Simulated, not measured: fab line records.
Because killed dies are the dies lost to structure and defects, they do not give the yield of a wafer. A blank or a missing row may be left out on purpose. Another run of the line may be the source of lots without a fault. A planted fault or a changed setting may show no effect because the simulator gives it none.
Which tool did it? ; flow nandHarc ; 14 lots with 42 wafers sampled at 5 steps, on a route of 1302 steps

## WHAT EACH GAUGE READ, for each wafer
NHARC_A_SGD_CUT_CD_MEAS_09: the cd target is 100 nm.
lot;measured;on;cdNm (nm)
L816;day 19 14:29;cdSem-01;98.6 99.4 100.9
L815;day 19 14:49;cdSem-03;100.0 99.4 98.5
L817;day 20 05:06;cdSem-02;99.9 99.2 98.8
L819;day 20 11:32;cdSem-01;98.8 99.5 100.1
L820;day 20 20:11;cdSem-02;100.6 100.3 99.9
L818;day 20 20:29;cdSem-02;99.8 99.8 100.6
L821;day 21 16:40;cdSem-01;99.3 100.2 99.3
L822;day 22 04:48;cdSem-03;99.7 100.7 101.0
L827;day 24 03:45;cdSem-01;99.0 100.3 99.3
L830;day 25 06:51;cdSem-03;99.7 99.6 100.5
L831;day 26 02:37;cdSem-01;100.7 100.9 100.1
L837;day 28 04:46;cdSem-03;99.8 100.2 99.6
L836;day 28 05:09;cdSem-01;100.4 100.7 100.3
L838;day 29 02:54;cdSem-03;99.5 100.1 100.2

NHARC_A_SGD_CUT_OVL_MEAS_10.
lot;measured;on;overlayXNm (nm);overlayYNm (nm)
L816;day 19 14:35;overlay-02;-0.7 -0.4 -0.7;-0.7 -0.3 -0.4
L815;day 19 14:54;overlay-02;-1.1 -1.3 -0.9;-0.4 0.2 0.3
L817;day 20 05:11;overlay-01;-0.7 -0.3 -0.9;1.4 1.9 1.0
L819;day 20 11:38;overlay-02;-0.7 -0.9 -0.6;1.2 1.0 0.9
L820;day 20 20:17;overlay-01;-1.7 -1.6 -1.6;-0.6 -0.2 -0.9
L818;day 20 20:34;overlay-01;-0.6 -0.5 -0.7;0.7 0.5 0.3
L821;day 21 16:45;overlay-01;0.6 0.7 1.2;0.3 -0.5 -0.6
L822;day 22 04:53;overlay-02;-0.8 -1.1 -1.1;-0.2 0.2 0.3
L827;day 24 03:50;overlay-01;1.0 0.7 0.6;-0.8 -0.6 -0.8
L830;day 25 06:56;overlay-02;0.4 0.3 0.6;0.5 0.4 0.0
L831;day 26 02:41;overlay-01;0.7 0.3 1.1;-0.6 -0.6 -1.1
L837;day 28 04:51;overlay-01;0.5 0.7 0.9;0.8 0.6 1.0
L836;day 28 05:14;overlay-02;-0.5 -1.0 -1.4;0.0 0.0 0.1
L838;day 29 02:59;overlay-02;-0.3 -0.3 -0.4;0.7 0.2 0.3

NHARC_END_SORT_01.
lot;measured;on;killedAtArray;killedAtOther;killedAtPeriphery;killedDies;killedOpen;killedShort
L816;day 24 20:38;prober-01;67 65 60;1 4 2;2 2 3;70 71 65;2 4 4;2 0 6
L815;day 24 20:38;prober-02;49 40 44;0 1 0;2 6 4;51 47 48;2 5 2;4 4 1
L817;day 25 09:32;prober-02;32 19 25;3 0 0;6 10 7;41 29 32;8 2 6;5 4 1
L819;day 25 18:56;prober-02;88 73 74;0 3 0;2 0 6;90 76 80;3 2 5;4 5 2
L820;day 26 00:35;prober-01;43 49 45;0 4 0;4 5 3;47 58 48;3 3 1;1 3 2
L818;day 26 02:43;prober-02;57 43 45;0 0 0;5 2 6;62 45 51;4 2 2;1 3 1
L821;day 27 00:12;prober-01;66 79 72;0 1 1;1 3 0;67 83 73;6 5 2;2 1 3
L822;day 27 10:25;prober-02;76 79 79;0 0 1;5 6 7;81 85 87;2 0 2;2 4 2
L827;day 29 09:46;prober-01;24 23 15;1 1 0;3 4 4;28 28 19;2 2 4;3 2 2
L830;day 30 17:17;prober-02;55 50 45;0 0 1;1 2 2;56 52 48;3 4 3;3 3 2
L831;day 31 15:49;prober-02;75 80 69;0 0 0;5 4 7;80 84 76;1 5 6;3 3 0
L837;day 33 03:59;prober-01;45 45 50;2 3 2;4 5 1;51 53 53;2 3 2;5 3 3
L836;day 33 05:19;prober-02;52 78 48;1 0 1;0 1 6;53 79 55;2 9 2;2 2 1
L838;day 34 11:44;prober-02;70 73 84;0 1 3;2 3 1;72 77 88;1 3 5;0 5 3

## EACH LOT AND THE TOOL THAT RAN IT (in order: tool; ch and the chambers of the sampled wafers; start)
lot;NHARC_A_SGD_CUT_CMP_21;NHARC_A_SLIT_SOFTBAKE_04
L816;cmp-03 ch 0,1,2, day 19 21:47;lithoTrack-01 ch 0, day 20 04:00
L815;cmp-01 ch 1,3, day 19 21:47;lithoTrack-04 ch 0, day 20 03:00
L817;cmp-03 ch 1,3, day 20 11:13;lithoTrack-01 ch 0, day 20 16:00
L819;cmp-02 ch 1,3, day 20 17:41;lithoTrack-06 ch 0, day 20 22:00
L820;cmp-03 ch 0,2, day 21 02:17;lithoTrack-04 ch 0, day 21 07:00
L818;cmp-02 ch 1,2,3, day 21 02:20;lithoTrack-06 ch 0, day 21 07:00
L821;cmp-01 ch 0,1,3, day 21 23:34;lithoTrack-04 ch 0, day 22 04:00
L822;cmp-02 ch 0,3, day 22 10:47;lithoTrack-06 ch 0, day 22 16:00
L827;cmp-02 ch 0,3, day 24 09:44;lithoTrack-01 ch 0, day 24 16:00
L830;cmp-01 ch 0,1, day 25 13:02;lithoTrack-06 ch 0, day 25 20:00
L831;cmp-03 ch 1,2, day 26 08:28;lithoTrack-06 ch 0, day 26 17:00
L837;cmp-02 ch 0,2,3, day 28 11:00;lithoTrack-01 ch 0, day 28 16:00
L836;cmp-01 ch 1,2,3, day 28 10:59;lithoTrack-04 ch 0, day 28 16:00
L838;cmp-03 ch 0,2, day 29 09:42;lithoTrack-06 ch 0, day 29 16:00
- NHARC_A_SGD_CUT_CMP_21: polishes, target thk 148.19 nm.
- NHARC_A_SLIT_SOFTBAKE_04: time 55 s.

## WHAT THE TOOLS THEMSELVES READ (means of the sampled wafers that have a number; where no wafer has one, the mark that the record gives instead)
NHARC_A_SGD_CUT_CMP_21.
lot;tool;motorCurrentA (A);slurryFlowMlMin;timeToEndpointS (s)
L816;cmp-03;12.0;149.9;50.2
L815;cmp-01;13.4;149.9;49.0
L817;cmp-03;12.3;150.0;52.2
L819;cmp-02;10.8;149.9;49.1
L820;cmp-03;11.3;149.9;52.9
L818;cmp-02;11.3;150.1;48.0
L821;cmp-01;12.4;149.4;51.4
L822;cmp-02;11.6;150.5;47.3
L827;cmp-02;11.7;149.9;50.9
L830;cmp-01;12.1;149.6;51.2
L831;cmp-03;11.9;149.9;48.2
L837;cmp-02;12.0;149.8;49.6
L836;cmp-01;12.0;150.0;52.9
L838;cmp-03;11.7;149.9;52.2

NHARC_A_SLIT_SOFTBAKE_04.
lot;tool;heaterPowerTotalW (W)
L816;lithoTrack-01;188.44
L815;lithoTrack-04;188.56
L817;lithoTrack-01;188.50
L819;lithoTrack-06;188.34
L820;lithoTrack-04;188.51
L818;lithoTrack-06;188.51
L821;lithoTrack-04;188.43
L822;lithoTrack-06;188.36
L827;lithoTrack-01;188.38
L830;lithoTrack-06;173.16
L831;lithoTrack-06;173.20
L837;lithoTrack-01;188.41
L836;lithoTrack-04;188.54
L838;lithoTrack-06;188.42

## THE ANSWER, worked out from the rows above alone
Rule: what is usual is taken from the lots themselves. Put in order of their means at a reading, lots are off if they are a third of the lots or fewer, leave a main group of 4 or more, and stand apart from it by a gap of 3 or more times the standard deviation of the main group's means; of several such gaps the widest counts. The tables above print the reading to a certain number of digits; a main group whose means all agree to those digits is not used. Also off: a lot with no number at a reading for which 4 or more lots have one. The other lots that the step has rows for count as sound. After the gauges, taken in route order, come the tools' own readings; for these a lot's mean is taken, as printed above. The first step at which some lot is off is used, and at that step the reading that is off furthest; a lot without a number counts as furthest.
Off, at NHARC_A_SLIT_SOFTBAKE_04 on heaterPowerTotalW: L830, L831. The main group has a mean of 188.45 W with a standard deviation of 0.07.
If a tool, at that step or one of the process steps before it, ran each lot that is off and ran no sound lot following the first of them, it fits. Of those tried, none fits.

## WHAT THE SIMULATOR HAD INSERTED
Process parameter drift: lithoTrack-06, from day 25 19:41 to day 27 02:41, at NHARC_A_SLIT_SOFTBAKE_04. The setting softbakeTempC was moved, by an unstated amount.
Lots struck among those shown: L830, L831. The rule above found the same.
